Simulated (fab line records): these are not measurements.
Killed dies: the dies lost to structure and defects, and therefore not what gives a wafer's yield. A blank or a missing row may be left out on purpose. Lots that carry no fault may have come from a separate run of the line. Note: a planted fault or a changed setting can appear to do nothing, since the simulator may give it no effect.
Chamber matching | flow n5 finfet | 3 sister chambers for N5_BEOL_M9_DEP_56 on pecvd-04
The step deposits SiCN from 3MS/NH3, target thk 15 nm, time 26.5 s. 3 wafers are shown with their chamber, then 6 later ones without.

## WAFERS, EACH WITH ITS CHAMBER
wafer  | chamber | throttle valve pct (%)
L147.6 | 0       | 8.8
L148.4 | 1       | 9.9
L148.6 | 2       | 8.3

## WAFERS WHOSE CHAMBER IS MISSING
wafer  | throttle valve pct (%)
L149.2 | 9.7
L149.5 | 9.7
L149.6 | 8.6
L155.3 | 9.7
L155.4 | 8.8
L155.5 | 9.4

## CHAMBER TAKEN BY EACH
wafer  | from the rows above     | in truth
L149.2 | 1                       | 1
L149.5 | 1                       | 1
L149.6 | can't be placed: 0 or 2 | 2
L155.3 | 1                       | 1
L155.4 | can't be placed: 0 or 2 | 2
L155.5 | can't be placed: 1 or 0 | 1
Correctly placed: 3 of 6. Can't be placed from these rows: 3 (the true chamber is among the candidates in 3). Number placed wrongly: 0.
How it was worked out, from the rows above alone: a wafer's distance from a chamber is the root of the sum, over the readings, of the square of ((its reading less the chamber's mean) divided by the reading's scatter). The wafer belongs to the nearest chamber; if the next one is less than 2 further off, it can't be placed. Each chamber's mean is taken over the wafers shown for it. The scatter (one wafer shown for each chamber): square how far every hidden wafer sits from the nearest shown wafer, average those squares and take the square root.
